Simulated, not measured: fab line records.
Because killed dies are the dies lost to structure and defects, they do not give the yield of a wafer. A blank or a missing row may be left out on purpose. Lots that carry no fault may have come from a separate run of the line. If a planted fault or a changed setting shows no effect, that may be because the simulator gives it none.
Which tool did it? :: flow n5 finfet :: 11 lots with 28 wafers sampled at 5 steps, on a route of 1938 steps

WHAT EACH GAUGE READ, for each wafer
N5_BEOL_M4_RC_MEAS_101. Usual: DIBL_N 36.3 mV/V, standard deviation 1.7; DIBL_P 36.0 mV/V, standard deviation 1.9; IOFF_N 0.156 nA/um, standard deviation 0.028; IOFF_P 0.21 nA/um, standard deviation 0.036; ION_N 675 uA/um, standard deviation 11; ION_P 463 uA/um, standard deviation 7.8; SS_N 71.6 mV/dec, standard deviation 0.59; SS_P 73.2 mV/dec, standard deviation 0.63; VT_N 250 mV, standard deviation 3.1; VT_P -251 mV, standard deviation 3.4.
lot: L105
measured: day 7 17:58
on: prober-02
DIBL_N (mV/V): 32.5 34.3 35.5
DIBL_P (mV/V): 34.3 35.3 36.1
IOFF_N (nA/um): 0.114 0.124 0.148
IOFF_P (nA/um): 0.16 0.17 0.19
ION_N (uA/um): 661 671 671
ION_P (uA/um): 455 459 457
SS_N (mV/dec): 71.2 71.5 72.2
SS_P (mV/dec): 72.2 72.8 73.0
VT_N (mV): 252 251 248
VT_P (mV): -255 -252 -252
flag: 

lot: L109
measured: day 9 01:26
on: prober-01
DIBL_N (mV/V): 38.3 36.6
DIBL_P (mV/V): 36.7 35.7
IOFF_N (nA/um): 0.177 0.146
IOFF_P (nA/um): 0.25 0.21
ION_N (uA/um): 682 673
ION_P (uA/um): 462 465
SS_N (mV/dec): 72.0 71.5
SS_P (mV/dec): 73.4 73.1
VT_N (mV): 245 249
VT_P (mV): -245 -248
flag: 

lot: L110
measured: day 9 01:55
on: prober-02
DIBL_N (mV/V): 34.2 35.6 36.4
DIBL_P (mV/V): 33.5 35.0 34.9
IOFF_N (nA/um): 0.128 0.146 0.159
IOFF_P (nA/um): 0.19 0.22 0.22
ION_N (uA/um): 673 661 663
ION_P (uA/um): 464 457 458
SS_N (mV/dec): 71.0 71.8 71.6
SS_P (mV/dec): 72.3 72.8 72.7
VT_N (mV): 250 252 251
VT_P (mV): -252 -249 -248
flag: 

lot: L113
measured: day 9 12:40
on: prober-02
DIBL_N (mV/V): 34.3 34.4 38.7
DIBL_P (mV/V): 33.6 34.0 39.1
IOFF_N (nA/um): 0.128 0.122 0.197
IOFF_P (nA/um): 0.17 0.17 0.25
ION_N (uA/um): 674 663 673
ION_P (uA/um): 460 451 455
SS_N (mV/dec): 70.8 71.3 72.3
SS_P (mV/dec): 72.6 73.4 74.1
VT_N (mV): 253 252 247
VT_P (mV): -251 -254 -249
flag: 

lot: L120
measured: day 11 13:23
on: prober-01
DIBL_N (mV/V): 34.1 37.0
DIBL_P (mV/V): 36.0 38.6
IOFF_N (nA/um): 0.121 0.166
IOFF_P (nA/um): 0.21 0.26
ION_N (uA/um): 667 679
ION_P (uA/um): 466 474
SS_N (mV/dec): 70.9 72.2
SS_P (mV/dec): 73.4 74.2
VT_N (mV): 255 252
VT_P (mV): -247 -245
flag: 

lot: L121
measured: day 11 15:56
on: prober-01
DIBL_N (mV/V): 40.2 36.7
DIBL_P (mV/V): 41.1 37.4
IOFF_N (nA/um): 0.209 0.144
IOFF_P (nA/um): 0.23 0.17
ION_N (uA/um): 693 678
ION_P (uA/um): 466 462
SS_N (mV/dec): 72.1 70.8
SS_P (mV/dec): 74.6 72.9
VT_N (mV): 249 253
VT_P (mV): -250 -254
flag: 

lot: L122
measured: day 11 21:04
on: prober-02
DIBL_N (mV/V): 34.7 34.9 35.6
DIBL_P (mV/V): 35.2 35.9 35.2
IOFF_N (nA/um): 0.133 0.141 0.151
IOFF_P (nA/um): 0.18 0.19 0.18
ION_N (uA/um): 671 669 667
ION_P (uA/um): 453 463 458
SS_N (mV/dec): 71.5 71.5 71.8
SS_P (mV/dec): 73.1 73.3 73.2
VT_N (mV): 253 252 254
VT_P (mV): -251 -254 -253
flag: 

lot: L123
measured: day 12 08:28
on: prober-01
DIBL_N (mV/V): 37.2 37.4
DIBL_P (mV/V): 37.6 36.7
IOFF_N (nA/um): 0.184 0.170
IOFF_P (nA/um): 0.22 0.21
ION_N (uA/um): 696 676
ION_P (uA/um): 467 463
SS_N (mV/dec): 72.2 71.3
SS_P (mV/dec): 74.1 73.6
VT_N (mV): 248 248
VT_P (mV): -251 -248
flag: 

lot: L125
measured: day 13 11:00
on: prober-02
DIBL_N (mV/V): 37.6 36.6 37.2
DIBL_P (mV/V): 37.5 35.7 36.1
IOFF_N (nA/um): 0.179 0.157 0.168
IOFF_P (nA/um): 0.24 0.22 0.23
ION_N (uA/um): 679 679 686
ION_P (uA/um): 465 470 477
SS_N (mV/dec): 71.9 71.0 72.1
SS_P (mV/dec): 73.8 72.6 72.5
VT_N (mV): 246 248 246
VT_P (mV): -247 -249 -248
flag: 

lot: L127
measured: day 13 15:16
on: prober-01
DIBL_N (mV/V): 32.7 35.5 33.7
DIBL_P (mV/V): 32.4 37.1 34.0
IOFF_N (nA/um): 0.120 0.155 0.130
IOFF_P (nA/um): 0.14 0.19 0.16
ION_N (uA/um): 667 666 675
ION_P (uA/um): 453 458 455
SS_N (mV/dec): 71.0 71.5 70.1
SS_P (mV/dec): 72.6 73.3 72.8
VT_N (mV): 255 254 254
VT_P (mV): -255 -253 -254
flag: 

lot: L128
measured: day 14 08:32
on: prober-01
DIBL_N (mV/V): 36.5 41.0
DIBL_P (mV/V): 35.5 40.2
IOFF_N (nA/um): 0.142 0.249
IOFF_P (nA/um): 0.22 0.32
ION_N (uA/um): 667 689
ION_P (uA/um): 466 478
SS_N (mV/dec): 71.1 72.7
SS_P (mV/dec): 72.7 74.6
VT_N (mV): 250 242
VT_P (mV): -247 -245
flag: 

EACH LOT AND THE TOOL THAT RAN IT (in order: tool; ch and the chambers of the sampled wafers; start)
lot: L105
N5_FIN_CUT_CUT_ETCH_27: rie diel-06 ch 0,2, day 2 03:31
N5_FIN_CUT_CUT_ETCH_15: rie si-04 ch 2,3, day 2 03:40
N5_STI_FIN_REVEAL_DENSIFY_30: rtp anneal-02 ch 0, day 2 10:25
N5_STI_FIN_REVEAL_PRECLEAN_17: remote plasma-01 ch 1, day 2 12:57

lot: L109
N5_FIN_CUT_CUT_ETCH_27: rie diel-03 ch 2, day 3 02:50
N5_FIN_CUT_CUT_ETCH_15: rie si-04 ch 1,2, day 3 02:59
N5_STI_FIN_REVEAL_DENSIFY_30: rtp anneal-02 ch 0, day 3 08:58
N5_STI_FIN_REVEAL_PRECLEAN_17: remote plasma-01 ch 0, day 3 11:19

lot: L110
N5_FIN_CUT_CUT_ETCH_27: rie diel-06 ch 0,1,3, day 3 11:07
N5_FIN_CUT_CUT_ETCH_15: rie si-03 ch 0,1,3, day 3 11:16
N5_STI_FIN_REVEAL_DENSIFY_30: rtp anneal-01 ch 0, day 3 17:08
N5_STI_FIN_REVEAL_PRECLEAN_17: remote plasma-01 ch 1, day 3 19:32

lot: L113
N5_FIN_CUT_CUT_ETCH_27: rie diel-03 ch 2,3, day 4 04:01
N5_FIN_CUT_CUT_ETCH_15: rie si-02 ch 0,1,2, day 4 04:10
N5_STI_FIN_REVEAL_DENSIFY_30: rtp anneal-01 ch 0, day 4 09:58
N5_STI_FIN_REVEAL_PRECLEAN_17: remote plasma-01 ch 0, day 4 12:29

lot: L120
N5_FIN_CUT_CUT_ETCH_27: rie diel-06 ch 0, day 5 22:11
N5_FIN_CUT_CUT_ETCH_15: rie si-03 ch 1,2, day 5 22:20
N5_STI_FIN_REVEAL_DENSIFY_30: rtp anneal-02 ch 0, day 6 04:17
N5_STI_FIN_REVEAL_PRECLEAN_17: remote plasma-02 ch 1, day 6 06:46

lot: L121
N5_FIN_CUT_CUT_ETCH_27: rie diel-04 ch 2,3, day 6 02:58
N5_FIN_CUT_CUT_ETCH_15: rie si-04 ch 0,3, day 6 03:07
N5_STI_FIN_REVEAL_DENSIFY_30: rtp anneal-01 ch 0, day 6 09:11
N5_STI_FIN_REVEAL_PRECLEAN_17: remote plasma-02 ch 1, day 6 11:36

lot: L122
N5_FIN_CUT_CUT_ETCH_27: rie diel-04 ch 1,2,3, day 6 08:52
N5_FIN_CUT_CUT_ETCH_15: rie si-03 ch 1,2,3, day 6 09:01
N5_STI_FIN_REVEAL_DENSIFY_30: rtp anneal-01 ch 0, day 6 14:51
N5_STI_FIN_REVEAL_PRECLEAN_17: remote plasma-02 ch 0, day 6 17:13

lot: L123
N5_FIN_CUT_CUT_ETCH_27: rie diel-03 ch 1,2, day 6 15:25
N5_FIN_CUT_CUT_ETCH_15: rie si-02 ch 0,3, day 6 15:38
N5_STI_FIN_REVEAL_DENSIFY_30: rtp anneal-01 ch 0, day 6 21:35
N5_STI_FIN_REVEAL_PRECLEAN_17: remote plasma-02 ch 1, day 6 23:56

lot: L125
N5_FIN_CUT_CUT_ETCH_27: rie diel-04 ch 0,1, day 7 04:14
N5_FIN_CUT_CUT_ETCH_15: rie si-02 ch 1,2,3, day 7 04:23
N5_STI_FIN_REVEAL_DENSIFY_30: rtp anneal-02 ch 0, day 7 10:57
N5_STI_FIN_REVEAL_PRECLEAN_17: remote plasma-01 ch 1, day 7 13:19

lot: L127
N5_FIN_CUT_CUT_ETCH_27: rie diel-04 ch 1,2,3, day 7 17:05
N5_FIN_CUT_CUT_ETCH_15: rie si-02 ch 0,1,2, day 7 17:14
N5_STI_FIN_REVEAL_DENSIFY_30: rtp anneal-01 ch 0, day 7 22:58
N5_STI_FIN_REVEAL_PRECLEAN_17: remote plasma-01 ch 0, day 8 01:25

lot: L128
N5_FIN_CUT_CUT_ETCH_27: rie diel-04 ch 0,1, day 7 22:53
N5_FIN_CUT_CUT_ETCH_15: rie si-03 ch 0,3, day 7 23:02
N5_STI_FIN_REVEAL_DENSIFY_30: rtp anneal-01 ch 0, day 8 04:51
N5_STI_FIN_REVEAL_PRECLEAN_17: remote plasma-02 ch 1, day 8 07:20
- N5_FIN_CUT_CUT_ETCH_27: etches SiO2 in CHF3/O2, target depth 4 nm, overetch 2 nm, time 4.9 s.
- N5_FIN_CUT_CUT_ETCH_15: etches Si in HBr/Cl2/O2, target depth 100 nm, bt time 10 s, time 42.4 s.
- N5_STI_FIN_REVEAL_DENSIFY_30
- N5_STI_FIN_REVEAL_PRECLEAN_17: cleans in NF3:NH3, afs cycles 1, time 20 s, sublimation time 60 s.

AS READ BY THE TOOLS THEMSELVES (means over the sampled wafers that have a number; for cases with no such wafer, the mark the record gives instead)
N5_FIN_CUT_CUT_ETCH_27. Usual: chamber pressure mTorr 30.003 mTorr, standard deviation 0.026; drypump motor current A 5.7 A, standard deviation 0.58; oes product au 0.61 a.u., standard deviation 0.076; rf vpp V 524 V, standard deviation 11; showerhead plenum p Torr 2.43 Torr, standard deviation 0.087; throttle valve pct 18.81 %, standard deviation 0.19.
lot: L105
tool: rie diel-06
chamber pressure mTorr (mTorr): 29.998
drypump motor current A (A): 5.6
oes product au (a.u.): 0.55
rf vpp V (V): 528
showerhead plenum p Torr (Torr): 2.42
throttle valve pct (%): 18.79
flag: 

lot: L109
tool: rie diel-03
chamber pressure mTorr (mTorr): 30.022
drypump motor current A (A): 5.1
oes product au (a.u.): 0.58
rf vpp V (V): 538
showerhead plenum p Torr (Torr): 2.31
throttle valve pct (%): 18.95
flag: 

lot: L110
tool: rie diel-06
chamber pressure mTorr (mTorr): 30.003
drypump motor current A (A): 6.2
oes product au (a.u.): 0.58
rf vpp V (V): 524
showerhead plenum p Torr (Torr): 2.47
throttle valve pct (%): 18.86
flag: 

lot: L113
tool: rie diel-03
chamber pressure mTorr (mTorr): 29.980
drypump motor current A (A): 5.5
oes product au (a.u.): 0.57
rf vpp V (V): 526
showerhead plenum p Torr (Torr): 2.30
throttle valve pct (%): 19.06
flag: 

lot: L120
tool: rie diel-06
chamber pressure mTorr (mTorr): 30.011
drypump motor current A (A): 5.9
oes product au (a.u.): 0.77
rf vpp V (V): 538
showerhead plenum p Torr (Torr): 2.48
throttle valve pct (%): 18.61
flag: 

lot: L121
tool: rie diel-04
chamber pressure mTorr (mTorr): 29.992
drypump motor current A (A): 5.5
oes product au (a.u.): 0.74
rf vpp V (V): 522
showerhead plenum p Torr (Torr): 2.52
throttle valve pct (%): 18.55
flag: 

lot: L122
tool: rie diel-04
chamber pressure mTorr (mTorr): 30.006
drypump motor current A (A): 5.2
oes product au (a.u.): 0.68
rf vpp V (V): 521
showerhead plenum p Torr (Torr): 2.51
throttle valve pct (%): 18.61
flag: 

lot: L123
tool: rie diel-03
chamber pressure mTorr (mTorr): 30.017
drypump motor current A (A): 5.2
oes product au (a.u.): 0.58
rf vpp V (V): 534
showerhead plenum p Torr (Torr): 2.40
throttle valve pct (%): 18.91
flag: 

lot: L125
tool: rie diel-04
chamber pressure mTorr (mTorr): 30.007
drypump motor current A (A): 5.3
oes product au (a.u.): 0.60
rf vpp V (V): 524
showerhead plenum p Torr (Torr): 2.48
throttle valve pct (%): 18.76
flag: 

lot: L127
tool: rie diel-04
chamber pressure mTorr (mTorr): 29.987
drypump motor current A (A): 5.2
oes product au (a.u.): 0.66
rf vpp V (V): 521
showerhead plenum p Torr (Torr): 2.51
throttle valve pct (%): 18.62
flag: 

lot: L128
tool: rie diel-04
chamber pressure mTorr (mTorr): 30.020
drypump motor current A (A): 5.6
oes product au (a.u.): 0.61
rf vpp V (V): 528
showerhead plenum p Torr (Torr): 2.47
throttle valve pct (%): 18.79
flag: 

N5_FIN_CUT_CUT_ETCH_15. Usual: chamber pressure mTorr 10.000 mTorr, standard deviation 0.0086; drypump motor current A 5.8 A, standard deviation 0.42; oes product au 1.007 a.u., standard deviation 0.01; throttle valve pct 37.2 %, standard deviation 0.4.
lot: L105
tool: rie si-04
chamber pressure mTorr (mTorr): 9.998
drypump motor current A (A): 6.0
oes product au (a.u.): 1.024
throttle valve pct (%): 37.4
flag: 

lot: L109
tool: rie si-04
chamber pressure mTorr (mTorr): 10.003
drypump motor current A (A): 5.7
oes product au (a.u.): 1.014
throttle valve pct (%): 37.5
flag: 

lot: L110
tool: rie si-03
chamber pressure mTorr (mTorr): 9.997
drypump motor current A (A): 5.6
oes product au (a.u.): 1.012
throttle valve pct (%): 37.0
flag: 

lot: L113
tool: rie si-02
chamber pressure mTorr (mTorr): 10.010
drypump motor current A (A): 5.8
oes product au (a.u.): 1.005
throttle valve pct (%): 37.1
flag: 

lot: L120
tool: rie si-03
chamber pressure mTorr (mTorr): 9.987
drypump motor current A (A): 5.8
oes product au (a.u.): 1.006
throttle valve pct (%): 37.7
flag: 

lot: L121
tool: rie si-04
chamber pressure mTorr (mTorr): 10.010
drypump motor current A (A): 5.9
oes product au (a.u.): 0.986
throttle valve pct (%): 37.4
flag: 

lot: L122
tool: rie si-03
chamber pressure mTorr (mTorr): 9.995
drypump motor current A (A): 5.7
oes product au (a.u.): 1.008
throttle valve pct (%): 37.5
flag: 

lot: L123
tool: rie si-02
chamber pressure mTorr (mTorr): 9.996
drypump motor current A (A): 6.4
oes product au (a.u.): 1.002
throttle valve pct (%): 37.1
flag: 

lot: L125
tool: rie si-02
chamber pressure mTorr (mTorr): 9.998
drypump motor current A (A): 6.0
oes product au (a.u.): 1.013
throttle valve pct (%): 37.2
flag: 

lot: L127
tool: rie si-02
chamber pressure mTorr (mTorr): 10.003
drypump motor current A (A): 5.8
oes product au (a.u.): 1.007
throttle valve pct (%): 37.1
flag: 

lot: L128
tool: rie si-03
chamber pressure mTorr (mTorr): 10.000
drypump motor current A (A): 5.5
oes product au (a.u.): 1.018
throttle valve pct (%): 36.8
flag: 

N5_STI_FIN_REVEAL_DENSIFY_30. Usual: lamp power pct reads 11.53 % (standard deviation 0.059).
lot: L105
tool: rtp anneal-02
lamp power pct (%): 11.53
flag: 

lot: L109
tool: rtp anneal-02
lamp power pct (%): 11.57
flag: 

lot: L110
tool: rtp anneal-01
lamp power pct (%): 11.57
flag: 

lot: L113
tool: rtp anneal-01
lamp power pct (%): 11.60
flag: 

lot: L120
tool: rtp anneal-02
lamp power pct (%): 11.50
flag: 

lot: L121
tool: rtp anneal-01
lamp power pct (%): 11.55
flag: 

lot: L122
tool: rtp anneal-01
lamp power pct (%): 11.52
flag: 

lot: L123
tool: rtp anneal-01
lamp power pct (%): 11.52
flag: 

lot: L125
tool: rtp anneal-02
lamp power pct (%): 11.51
flag: 

lot: L127
tool: rtp anneal-01
lamp power pct (%): 11.50
flag: 

lot: L128
tool: rtp anneal-01
lamp power pct (%): 11.54
flag: 

THE ANSWER, worked out from the rows above alone
Rule: take the mean of a lot's wafers that have a number; if it is more than 3 standard deviations from the usual mean, the lot is off. A lot without any number at a reading at which 4 lots or more have one is off too. Where the step has rows for the other lots, those lots are counted as sound. First the gauges in route order, then the tools' own readings, where a lot's mean is used as printed above. At the first step where some lot is off, the reading lying furthest off is the one used; lots without a number count as furthest.
Across all readings shown, no lot is off: no conclusion can be drawn from this.

WHAT WAS PUT IN BY THE SIMULATOR
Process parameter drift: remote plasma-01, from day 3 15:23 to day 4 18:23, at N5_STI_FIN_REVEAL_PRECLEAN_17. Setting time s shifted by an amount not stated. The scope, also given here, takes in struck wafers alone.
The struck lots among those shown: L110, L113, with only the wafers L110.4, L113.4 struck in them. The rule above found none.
